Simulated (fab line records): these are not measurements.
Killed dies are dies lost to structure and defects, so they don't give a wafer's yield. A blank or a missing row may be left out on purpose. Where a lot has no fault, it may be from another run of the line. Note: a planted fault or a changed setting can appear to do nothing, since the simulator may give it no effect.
Chamber matching    flow n5-finfet    N5_DUMMY_GATE_ETCH_31 on rie-diel-01: 4 sister chambers
The step etches SiO2 in C4F6/O2, target depth 82.5 nm, time 27.5 s. 18 wafers are shown with their chamber, then 9 later ones without.

== EACH WAFER AND ITS CHAMBER ==
wafer   chamber  showerhead-plenum-p-Torr (Torr)  throttle-valve-pct (%)  rf-vpp-V (V)
L076.3  2        2.77                             20.79                   667
L076.5  0        3.03                             21.25                   668
L076.6  1        2.87                             21.02                   671
L077.2  0        3.03                             21.26                   670
L077.3  2        2.77                             20.79                   664
L077.4  1        2.87                             21.04                   671
L078.1  0        3.03                             21.26                   670
L078.4  3        2.92                             21.07                   681
L078.5  1        2.87                             21.04                   672
L084.1  3        2.91                             21.07                   680
L084.2  2        2.77                             20.80                   665
L084.6  0        3.03                             21.28                   669
L085.3  1        2.87                             21.05                   670
L085.5  3        2.91                             21.09                   680
L085.6  0        3.02                             21.26                   669
L089.1  1        2.86                             21.08                   671
L089.4  1        2.86                             21.10                   670
L089.6  0        3.02                             21.29                   669

SIGNATURES (means of the wafers above)
reading                   chamber 0  chamber 1  chamber 2  chamber 3  scatter within a chamber
showerhead-plenum-p-Torr  3.0267     2.8667     2.7700     2.9133     0.00488
throttle-valve-pct        21.2667    21.0550    20.7933    21.0767    0.0204
rf-vpp-V                  669.17     670.83     665.33     680.33     0.886
Rule: for each reading, subtract the chamber's mean from the wafer's reading, divide by that reading's scatter and square the result; add these up over the readings and take the root, which gives the wafer's distance from the chamber. The wafer belongs to the nearest chamber; if the next one is less than 2 further off, it can't be placed. The scatter is the square root of a quotient: the sum, over the shown wafers, of each reading's squared deviation from its chamber's mean, divided by wafers minus chambers.

== WAFERS WHOSE CHAMBER IS MISSING ==
wafer   showerhead-plenum-p-Torr (Torr)  throttle-valve-pct (%)  rf-vpp-V (V)
L092.2  2.91                             21.07                   679
L092.4  3.02                             21.28                   667
L092.5  2.76                             20.82                   665
L093.1  2.91                             21.09                   679
L093.5  2.86                             21.09                   669
L093.6  2.76                             20.84                   665
L096.1  3.01                             21.30                   668
L096.3  2.86                             21.11                   669
L096.6  2.86                             21.09                   670

== WHICH CHAMBER EACH ONE RAN IN ==
wafer   from the rows above  in truth
L092.2  3                    3
L092.4  0                    0
L092.5  2                    2
L093.1  3                    3
L093.5  1                    1
L093.6  2                    2
L096.1  0                    0
L096.3  1                    1
L096.6  1                    1
Correct placement for 9 of the 9. Can't be placed from these rows: 0. 0 placed wrongly.
